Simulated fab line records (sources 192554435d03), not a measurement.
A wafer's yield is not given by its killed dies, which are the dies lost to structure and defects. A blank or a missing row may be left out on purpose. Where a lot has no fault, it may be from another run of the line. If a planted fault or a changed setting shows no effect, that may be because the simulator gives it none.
Which tool did it? -- flow n5 finfet -- 15 lots with 37 wafers sampled at 6 steps, on a route of 1938 steps

== WHAT EACH GAUGE READ, for each wafer ==
N5_BEOL_M3_THK_MEAS_53: measures by xrf.
lot,measured,on,M3_THK (nm)
L761,day 7 09:43,film metro-02,43.8 38.9
L764,day 8 00:20,film metro-01,38.7 42.5 40.3
L763,day 8 10:01,film metro-02,39.3 37.6
L765,day 8 14:49,film metro-01,38.8 42.1 40.4
L766,day 8 17:41,film metro-02,39.9 41.3 44.0
L768,day 8 21:13,film metro-01,41.7 38.4
L773,day 10 20:19,film metro-02,37.1 38.2
L774,day 11 19:10,film metro-02,40.7 38.1 39.3
L776,day 11 22:52,film metro-02,41.4 39.3 38.2
L777,day 11 23:41,film metro-02,38.3 40.9 43.6
L778,day 12 08:23,film metro-01,41.5 40.5
L782,day 13 01:41,film metro-01,38.0 42.0
L780,day 13 03:32,film metro-01,40.4 40.7
L781,day 13 11:34,film metro-01,39.9 43.7
L783,day 13 15:12,film metro-02,38.9 38.5 37.9

N5_BEOL_M3_RS_MEAS_58: the measuring method here is four-point-probe.
lot,measured,on,M3_RS (ohm/sq)
L761,day 7 09:59,film metro-02,0.60 0.70
L764,day 8 00:36,film metro-02,0.69 0.61 0.66
L763,day 8 10:16,film metro-01,0.68 0.72
L765,day 8 15:05,film metro-01,0.69 0.62 0.66
L766,day 8 17:56,film metro-01,0.67 0.64 0.59
L768,day 8 21:29,film metro-01,0.63 0.70
L773,day 10 20:35,film metro-01,0.75 0.72
L774,day 11 19:25,film metro-01,0.66 0.71 0.68
L776,day 11 23:08,film metro-01,0.64 0.69 0.71
L777,day 11 23:56,film metro-01,0.71 0.65 0.60
L778,day 12 08:39,film metro-01,0.63 0.65
L782,day 13 01:57,film metro-01,0.71 0.62
L780,day 13 03:47,film metro-01,0.65 0.64
L781,day 13 11:50,film metro-02,0.66 0.58
L783,day 13 15:28,film metro-01,0.70 0.70 0.71

N5_BEOL_M4_THK_MEAS_01.
lot,measured,on,M4_ILD_THK (nm)
L761,day 7 10:07,film metro-02,77.8 78.1
L764,day 8 00:44,film metro-02,79.2 78.5 79.2
L763,day 8 10:24,film metro-02,79.2 78.5
L765,day 8 15:13,film metro-01,23.3 79.6 80.2
L766,day 8 18:04,film metro-01,77.9 80.3 24.0
L768,day 8 21:37,film metro-02,22.3 80.2
L773,day 10 20:43,film metro-01,79.5 78.9
L774,day 11 19:33,film metro-01,77.4 78.4 79.7
L776,day 11 23:16,film metro-01,76.3 79.6 80.0
L777,day 12 00:04,film metro-02,78.8 79.1 81.4
L778,day 12 08:47,film metro-02,78.0 79.0
L782,day 13 02:05,film metro-01,79.2 80.5
L780,day 13 03:55,film metro-01,78.8 77.5
L781,day 13 11:58,film metro-01,77.5 79.9
L783,day 13 15:35,film metro-02,80.7 79.3 81.1

N5_BEOL_M4_RC_MEAS_101.
lot,measured,on,DIBL_N (mV/V),DIBL_P (mV/V),IOFF_N (nA/um),IOFF_P (nA/um),ION_N (uA/um),ION_P (uA/um),SS_N (mV/dec),SS_P (mV/dec),VT_N (mV),VT_P (mV)
L761,day 7 18:09,prober-01,35.5 33.2,36.4 33.5,0.16 0.11,0.26 0.20,669 649,475 462,72.2 71.1,73.6 72.7,251 257,-243.3 -247.6
L764,day 8 13:13,prober-02,33.3 36.9 33.6,30.4 35.9 30.2,0.09 0.14 0.09,0.15 0.21 0.14,643 684 642,452 470 443,70.6 71.0 70.6,72.3 72.7 71.8,257 250 258,-252.8 -250.1 -255.9
L763,day 8 23:31,prober-01,35.7 37.6,35.4 37.8,0.14 0.18,0.17 0.22,675 674,457 460,70.6 72.1,73.0 74.7,254 249,-255.2 -249.7
L765,day 9 04:17,prober-01,39.2 38.7,36.4 36.8,0.20 0.18,0.25 0.26,681 688,459 473,72.3 72.6,73.8 73.2,247 249,-249.6 -251.2
L766,day 9 06:07,prober-02,36.2 34.6,37.4 35.8,0.16 0.13,0.21 0.18,679 671,463 466,71.7 71.1,73.2 72.5,249 256,-253.5 -253.8
L768,day 9 07:47,prober-02,32.3,30.4,0.09,0.14,653,459,70.1,71.2,257,-253.7
L773,day 11 16:26,prober-02,38.8 38.7,41.2 39.1,0.25 0.23,0.32 0.27,705 697,485 474,72.3 72.0,73.9 73.4,243 244,-243.5 -249.4
L774,day 12 11:16,prober-02,38.2 39.7 39.1,39.3 41.3 40.2,0.20 0.26 0.21,0.22 0.26 0.24,691 715 680,468 482 459,72.0 72.2 72.0,73.3 74.2 74.2,247 241 245,-249.6 -246.2 -248.8
L776,day 12 21:02,prober-02,38.7 37.1 38.4,38.7 37.5 39.5,0.22 0.20 0.22,0.25 0.23 0.27,690 690 697,463 469 469,72.0 71.7 72.0,74.1 72.8 74.3,246 246 242,-247.5 -248.3 -247.3
L777,day 12 19:57,prober-02,32.4 35.0 32.9,32.2 36.2 34.0,0.11 0.15 0.13,0.13 0.18 0.16,660 670 675,448 458 461,70.8 71.6 70.4,71.7 73.5 71.8,252 250 248,-256.9 -254.3 -254.9
L778,day 13 11:09,prober-02,35.3 34.1,36.6 34.7,0.15 0.14,0.21 0.19,654 674,456 473,71.2 70.5,73.1 71.9,252 251,-249.0 -250.6
L782,day 13 18:13,prober-02,38.5 35.2,39.9 34.9,0.21 0.15,0.22 0.16,685 671,455 451,72.0 70.6,74.3 72.9,248 252,-252.6 -256.1
L780,day 13 20:16,prober-02,34.5 34.3,35.3 35.2,0.15 0.13,0.20 0.19,690 660,476 453,71.0 70.8,72.5 72.5,249 252,-250.5 -249.1
L781,day 14 06:56,prober-02,35.6 33.9,35.0 33.2,0.15 0.13,0.20 0.20,675 679,466 471,71.8 70.7,73.3 73.0,250 252,-247.7 -248.3
L783,day 14 13:26,prober-01,39.8 36.3 37.8,41.0 37.9 38.1,0.25 0.17 0.21,0.31 0.25 0.24,702 687 689,476 474 460,72.3 71.1 72.4,74.4 74.2 74.1,242 246 244,-245.9 -244.9 -248.1

== WHAT TOOL EACH LOT RAN ON (gives the tool, then ch and the chambers of the sampled wafers, and finally the start) ==
lot,N5_BEOL_M3_ANNEAL_95,N5_BEOL_M4_ILD_DEP_00
L761,"pvd sputter-02, day 7 08:43","pecvd-03 ch 1, day 7 10:03"
L764,"pvd sputter-02, day 7 23:25","pecvd-03 ch 0,2, day 8 00:40"
L763,"pvd sputter-03, day 8 09:05","pecvd-04 ch 0,2, day 8 10:20"
L765,"pvd sputter-01, day 8 13:53","pecvd-03 ch 0,2, day 8 15:08"
L766,"pvd sputter-03, day 8 16:45","pecvd-03 ch 0,1,2, day 8 18:00"
L768,"pvd sputter-03, day 8 20:17","pecvd-03 ch 1,2, day 8 21:33"
L773,"pvd sputter-01, day 10 19:23","pecvd-04 ch 0,2, day 10 20:38"
L774,"pvd sputter-01, day 11 18:13","pecvd-04 ch 0,1, day 11 19:29"
L776,"pvd sputter-03, day 11 21:56","pecvd-04 ch 0,1,2, day 11 23:11"
L777,"pvd sputter-02, day 11 22:46","pecvd-03 ch 0,2, day 12 00:01"
L778,"pvd sputter-03, day 12 07:28","pecvd-01 ch 0,1, day 12 08:43"
L782,"pvd sputter-03, day 13 00:46","pecvd-03 ch 2, day 13 02:01"
L780,"pvd sputter-03, day 13 02:36","pecvd-04 ch 1,2, day 13 03:51"
L781,"pvd sputter-01, day 13 10:27","pecvd-04 ch 2, day 13 11:53"
L783,"pvd sputter-02, day 13 14:16","pecvd-03 ch 0,1,2, day 13 15:32"
- N5_BEOL_M3_ANNEAL_95: time 240 s.
- N5_BEOL_M4_ILD_DEP_00: deposits SiOC from DEMS/O2, target thk 79 nm, time 15.3 s.

== WHAT THE TOOLS THEMSELVES READ (means of the sampled wafers that have a number; where no wafer has one, the mark that the record gives instead) ==
N5_BEOL_M3_ANNEAL_95.
lot,tool,heater power w (W),susceptor temp C (C)
L761,pvd sputter-02,920,400.22
L764,pvd sputter-02,821,399.95
L763,pvd sputter-03,835,400.03
L765,pvd sputter-01,761,400.02
L766,pvd sputter-03,841,399.88
L768,pvd sputter-03,873,399.81
L773,pvd sputter-01,751,400.15
L774,pvd sputter-01,785,399.94
L776,pvd sputter-03,849,400.30
L777,pvd sputter-02,922,399.82
L778,pvd sputter-03,873,400.02
L782,pvd sputter-03,838,400.23
L780,pvd sputter-03,876,400.18
L781,pvd sputter-01,797,400.05
L783,pvd sputter-02,881,399.84

N5_BEOL_M4_ILD_DEP_00.
lot,tool,heater power w (W),rf fwd power W (W),showerhead plenum p Torr (Torr),susceptor temp C (C),throttle valve pct (%)
L761,pecvd-03,512,497.5,5.651,349.90,12.4
L764,pecvd-03,461,495.3,5.700,349.90,12.2
L763,pecvd-04,582,493.9,5.707,349.92,11.7
L765,pecvd-03,468,494.8,5.696,349.94,12.0
L766,pecvd-03,471,494.9,5.681,349.83,12.1
L768,pecvd-03,424,494.6,5.688,349.92,12.2
L773,pecvd-04,548,493.5,5.703,350.31,11.8
L774,pecvd-04,480,495.3,5.700,350.22,12.1
L776,pecvd-04,468,495.9,5.712,350.24,11.9
L777,pecvd-03,409,495.0,5.693,350.16,11.7
L778,pecvd-01,568,493.1,5.713,350.03,11.4
L782,pecvd-03,440,494.3,5.683,350.09,11.5
L780,pecvd-04,458,494.6,5.708,349.74,12.3
L781,pecvd-04,532,495.7,5.700,350.28,11.9
L783,pecvd-03,452,496.5,5.681,349.69,12.1

== THE ANSWER, worked out from the rows above alone ==
Rule: the lots themselves supply what counts as usual. The widest of any qualifying gaps counts: lots, ordered by their means at a reading, are off when they make up no more than a third of the lots, leave a main group of 4 or more, and stand apart from it by 3 or more times the standard deviation of that group's means. If all means in a main group match to the digits the tables above print for the reading, that group is not used. A lot without any number at a reading at which 4 lots or more have one is off too. All remaining lots with rows at the step are treated as sound. After the gauges, taken in route order, come the tools' own readings; for these a lot's mean is taken, as printed above. At the first step where some lot is off, the reading lying furthest off is the one used; lots without a number count as furthest.
Off: L765, L766, L768, at N5_BEOL_M4_THK_MEAS_01 (M4_ILD_THK). Mean 79.0 nm and standard deviation 0.69 in the main group.
If a tool, at a process step before that reading, ran all the lots that are off and no sound lot after the first of them, it fits. Those tools and the gauges at N5_BEOL_M4_THK_MEAS_01 are tried in the same way. Not one of the candidates tried fits.

== WHAT HAD BEEN PUT IN BY THE SIMULATOR ==
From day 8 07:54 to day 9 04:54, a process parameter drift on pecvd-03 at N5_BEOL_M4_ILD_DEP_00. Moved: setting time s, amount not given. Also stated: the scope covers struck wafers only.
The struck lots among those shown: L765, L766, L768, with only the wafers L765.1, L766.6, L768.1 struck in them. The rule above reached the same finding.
